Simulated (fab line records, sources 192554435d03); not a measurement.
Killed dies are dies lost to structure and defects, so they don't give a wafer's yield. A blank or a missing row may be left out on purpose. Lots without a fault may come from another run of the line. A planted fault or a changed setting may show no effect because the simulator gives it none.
Chamber matching | flow n5_finfet | N5_FIN_SAQP_ETCH_65 on rie_si-04: 4 sister chambers
The step etches SiO2 in CF4, target depth 4 nm, time 4.4 s. 20 wafers are shown with their chamber, then 10 later ones without.

WAFERS WITH THEIR CHAMBER
wafer  | chamber | throttle_valve_pct (%) | oes_product_au (a.u.)
L074.2 | 3       | 21.83                  | 1.017
L074.3 | 2       | 22.15                  | 0.996
L074.5 | 2       | 22.12                  | 1.000
L077.1 | 0       | 21.66                  | 0.997
L077.4 | 3       | 21.83                  | 1.018
L077.5 | 2       | 22.16                  | 0.993
L079.1 | 0       | 21.66                  | 0.985
L079.4 | 3       | 21.82                  | 1.022
L079.6 | 3       | 21.83                  | 1.013
L080.2 | 2       | 22.15                  | 0.988
L080.5 | 1       | 21.82                  | 0.996
L080.6 | 2       | 22.15                  | 0.990
L082.2 | 2       | 22.16                  | 0.997
L082.4 | 3       | 21.82                  | 1.018
L082.5 | 2       | 22.15                  | 0.999
L083.1 | 0       | 21.67                  | 0.996
L083.4 | 1       | 21.82                  | 0.999
L083.5 | 1       | 21.83                  | 1.011
L084.1 | 0       | 21.68                  | 0.991
L084.5 | 1       | 21.81                  | 0.999

SIGNATURES (means of the wafers above)
reading            | chamber 0 | chamber 1 | chamber 2 | chamber 3 | scatter within a chamber
throttle_valve_pct | 21.6675   | 21.8200   | 22.1486   | 21.8260   | 0.0102
oes_product_au     | 0.99225   | 1.00125   | 0.99471   | 1.01760   | 0.00493
Rule: a wafer's distance from a chamber is the root of the sum, over the readings, of the square of ((its reading less the chamber's mean) divided by the reading's scatter). The wafer belongs to the nearest chamber; if the next one is less than 2 further off, it can't be placed. The scatter: the root of (the sum of the squares of (reading less its chamber's mean) over the shown wafers, divided by (wafers less chambers)).

WAFERS WITHOUT THEIR CHAMBER
wafer  | throttle_valve_pct (%) | oes_product_au (a.u.)
L084.6 | 22.17                  | 0.997
L086.1 | 21.82                  | 1.012
L086.2 | 21.68                  | 0.991
L086.4 | 21.80                  | 1.001
L088.2 | 22.16                  | 1.000
L088.3 | 21.66                  | 1.003
L088.5 | 21.83                  | 1.021
L097.1 | 21.67                  | 0.998
L097.3 | 22.16                  | 1.003
L097.5 | 21.79                  | 1.002

WHICH CHAMBER EACH WENT THROUGH
wafer  | from the rows above     | in truth
L084.6 | 2                       | 2
L086.1 | can't be placed: 3 or 1 | 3
L086.2 | 0                       | 0
L086.4 | 1                       | 1
L088.2 | 2                       | 2
L088.3 | 0                       | 0
L088.5 | 3                       | 3
L097.1 | 0                       | 0
L097.3 | 2                       | 2
L097.5 | can't be placed: 1 or 3 | 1
Placed correctly: 8 of 10. Can't be placed from these rows: 2 (the true chamber is among the candidates in 2). Placed wrongly: 0.
